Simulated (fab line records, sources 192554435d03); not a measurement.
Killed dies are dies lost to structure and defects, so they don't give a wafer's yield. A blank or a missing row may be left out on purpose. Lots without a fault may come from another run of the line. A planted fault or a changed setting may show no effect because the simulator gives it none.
A struck lot beside a sound one | flow n5_finfet | 15 steps out of a route of 1938
Sound: wafers L196.1, L196.3, L196.6. Struck: wafer L206.2. (L206.4, L206.5 of the same lot were not struck and are left out.) The cause comes at the end.
At each step with rows: each side's tool, then ch and its chambers, then its first start. Under that, the readings that differ: sound wafers | struck wafers | difference of the means | sigmas: that difference in standard deviations of wafers without a fault.
alike: readings whose means differ by less than 2 such deviations, and words and numbers that are the same on both sides. not compared: withheld readings, readings that some wafer has no value for, bounds like >300 that may hide the same value, and numbers for which the record gives no deviation and whose values overlap.
The two part at a step that has a row with sigmas, a row that says differs or no value, or rows on one side only. Numbers that don't overlap but have no deviation are shown without sigmas and don't part them. A reading that every wafer of one side lacks parts them only if that side has two wafers or more.

first, 8 steps without rows for these wafers: N5_BEOL_M2_COAT_62 (time 60 s, resist thk 12 nm); N5_BEOL_M2_COAT_73 (time 60 s, resist thk 5 nm); N5_BEOL_M2_COAT_05 (resist thk 30 nm); N5_BEOL_M2_EBR_07; N5_BEOL_M2_SOFTBAKE_06 (time 60 s); N5_BEOL_M2_EXPOSE_08 (exposes mask M2); N5_BEOL_M2_PEB_09 (peb time 60 s); N5_BEOL_M2_DEVELOP_10 (develop time 30 s).
N5_BEOL_M2_CD_MEAS_11: target cd 16.79 nm.
  sound on cd_sem-02 ch 0, day 7 17:49; struck on cd_sem-02 ch 0, day 9 09:46
  alike: cd_nm
N5_BEOL_M2_OVL_MEAS_12:
  sound on overlay-01 ch 0, day 7 17:50; struck on overlay-01 ch 0, day 9 09:47
  alike: M2_OVL
N5_BEOL_M2_INSPECT_13: inspects for defects (brightfield).
  sound on defect_inspect-02, day 7 17:54; struck on defect_inspect-01, day 9 09:51
  alike: raw_defect_count
N5_BEOL_M2_DESCUM_16: chemistry O2, time 7 s.
  sound on rie_diel-06 ch 0,3, day 7 17:56; struck on rie_diel-01 ch 0, day 9 09:53
  reading                     | sound       | struck | difference | sigmas
  drypump_motor_current_A (A) | 5.8 5.3 5.8 | 6.5    | +0.9       | +2
  alike: oes_product_au, rf_vpp_V, showerhead_plenum_p_Torr, throttle_valve_pct
  not compared: rf_hours_counter_h
N5_BEOL_M2_ETCH_74: etches underlayer in N2/H2, target depth 6.5 nm, time 5.2 s.
  sound on rie_diel-06 ch 0,3, day 7 17:58; struck on rie_diel-01 ch 0, day 9 09:55
  reading                     | sound          | struck | difference | sigmas
  drypump_motor_current_A (A) | 5.7 5.3 5.7    | 6.5    | +0.9       | +2
  etch_rf_on_time_s (s)       | 5.15 5.45 5.16 | 3.30   | -1.95      | -10
  oes_product_au (a.u.)       | 0.68 0.73 0.67 | 0.88   | +0.19      | +3
  alike: rf_vpp_V, showerhead_plenum_p_Torr, throttle_valve_pct
  not compared: rf_hours_counter_h
N5_BEOL_M2_ETCH_63: etches SiARC in CF4, target depth 15.6 nm, time 26 s.
  sound on rie_diel-06 ch 0,3, day 7 17:59; struck on rie_diel-01 ch 0, day 9 09:56
  reading                     | sound       | struck | difference | sigmas
  drypump_motor_current_A (A) | 5.7 5.3 5.7 | 6.4    | +0.8       | +2
  alike: etch_rf_on_time_s, oes_product_au, rf_vpp_V, showerhead_plenum_p_Torr, throttle_valve_pct
  not compared: rf_hours_counter_h
N5_BEOL_M4_RC_MEAS_101:
  sound on prober-01 ch 0, day 8 20:43; struck on prober-01 ch 0, day 10 22:38
  reading        | sound          | struck | difference | sigmas
  DIBL_N (mV/V)  | 36.8 40.6 38.3 | 34.2   | -4.4       | -2
  DIBL_P (mV/V)  | 36.1 41.4 37.8 | 32.1   | -6.3       | -2
  IOFF_N (nA/um) | 0.18 0.26 0.19 | 0.12   | -0.09      | -2
  SS_N (mV/dec)  | 72.2 72.5 72.8 | 70.4   | -2.1       | -3
  alike: IOFF_P, ION_N, ION_P, SS_P, VT_N, VT_P

WHERE THEY PART
First at N5_BEOL_M2_DESCUM_16; last, within this record, at N5_BEOL_M4_RC_MEAS_101.

WHY: what the simulator had put in
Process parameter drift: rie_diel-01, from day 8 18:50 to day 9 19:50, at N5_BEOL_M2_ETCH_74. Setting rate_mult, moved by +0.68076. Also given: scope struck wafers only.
